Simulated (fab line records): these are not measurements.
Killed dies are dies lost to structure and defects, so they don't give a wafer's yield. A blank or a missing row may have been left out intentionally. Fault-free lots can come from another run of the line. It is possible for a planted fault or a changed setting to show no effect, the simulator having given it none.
A single fault, viewed from 3 desks ; flow n5 finfet ; what lay behind the numbers comes last; until then each desk has only its own

== FOR THE TOOL OWNER'S DESK: euv scanner-02 ==
The tool's own readings at N5_BEOL_M4_EXPOSE_25 (exposes mask V3, defocus 5 nm): means of the sampled wafers that have a number, for each lot that ran on this tool. If a lot's mean is further than 4 standard deviations from the usual mean, the lot is out of limits and carries the mark OUT (the distance appears in the brackets).
Columns: A = exposure dose mJ cm2 at N5_BEOL_M4_EXPOSE_25, usual 62.89
lot;first seen here;A
L896;day 8 16:42;62.73
L897;day 8 23:50;62.75
L901;day 10 05:11;62.81
L903;day 10 15:37;62.79
L904;day 10 18:40;62.72
L908;day 12 06:00;62.70
L913;day 13 04:09;62.78
Result from this desk: across the 7 lots, nothing is out of limits.

== THE DEFECT DESK ==
What the inspections along the route counted, lot by lot: means of the sampled wafers that have a number. If a lot's mean is further than 4 standard deviations from the usual mean, the lot is out of limits and carries the mark OUT (the distance appears in the brackets).
Columns: A = raw defect count at N5_BEOL_M4_INSPECT_30, usual 412
lot;first seen here;A
L896;day 8 16:55;384
L897;day 9 00:04;364
L898;day 9 09:13;327
L901;day 10 05:25;564
L903;day 10 15:50;505
L904;day 10 18:54;495
L910;day 12 04:01;363
L908;day 12 06:14;502
L913;day 13 04:23;378
Result from this desk: across the 9 lots, nothing is out of limits.

== AT THE METROLOGY DESK ==
What the gauges read for every lot (on any tool): the sampled wafers with a number, averaged. If a lot's mean is further than 4 standard deviations from the usual mean, the lot is out of limits and carries the mark OUT (the distance appears in the brackets). 7 of its 11 readings are shown: the first one out of limits and those lying furthest out on some lot.
Columns: A = V3_OVL at N5_BEOL_M4_OVL_MEAS_29, usual 0.0 nm; B = IOFF_N at N5_BEOL_M4_RC_MEAS_101, usual 0.152 nA/um; C = IOFF_P at N5_BEOL_M4_RC_MEAS_101, usual 0.20 nA/um; D = ION_N at N5_BEOL_M4_RC_MEAS_101, usual 672 uA/um; E = ION_P at N5_BEOL_M4_RC_MEAS_101, usual 461 uA/um; F = VT_N at N5_BEOL_M4_RC_MEAS_101, usual 251 mV; G = VT_P at N5_BEOL_M4_RC_MEAS_101, usual -251 mV
lot;first seen here;A;B;C;D;E;F;G
L896;day 8 16:52;-0.9;0.205;0.28;688;479;244;-243
L897;day 9 00:01;0.2;0.159;0.23;679;467;248;-247
L898;day 9 09:10;0.1;0.157;0.20;677;462;248;-250
L901;day 10 05:22;1.2;0.158;0.23;673;465;250;-247
L903;day 10 15:47;0.8;0.137;0.16;654;446;252;-256
L904;day 10 18:50;0.2;0.133;0.18;663;452;254;-254
L910;day 12 03:58;-0.5;0.131;0.18;670;459;253;-253
L908;day 12 06:11;12.0 (+18) OUT;0.143;0.19;672;465;253;-250
L913;day 13 04:19;11.3 (+17) OUT;0.132;0.18;668;459;252;-251
This desk's finding: out of limits on L908, L913; first on L908, day 12 06:11 (V3_OVL at N5_BEOL_M4_OVL_MEAS_29). L896, L897, L898, L901, L903, L904, L910: within limits.

== BROUGHT TOGETHER ==
On L908, L913, the metrology desk was in a position to raise an alarm at day 12 06:11.
The tool owner's desk saw nothing out of limits.
The defect desk saw nothing out of limits.
On record at the tool owner's desk: L908, L913, within its limits.
The defect desk has L908, L913 on record, within its limits.
The lots listed all ran N5_BEOL_M4_EXPOSE_25 on euv scanner-02.

== WHAT THE SIMULATOR HAD INSERTED ==
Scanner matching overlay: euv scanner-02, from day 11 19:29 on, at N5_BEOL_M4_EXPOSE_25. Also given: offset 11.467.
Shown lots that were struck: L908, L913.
Hours from the fault's start to each desk's first reading out of limits: the metrology desk, 11.
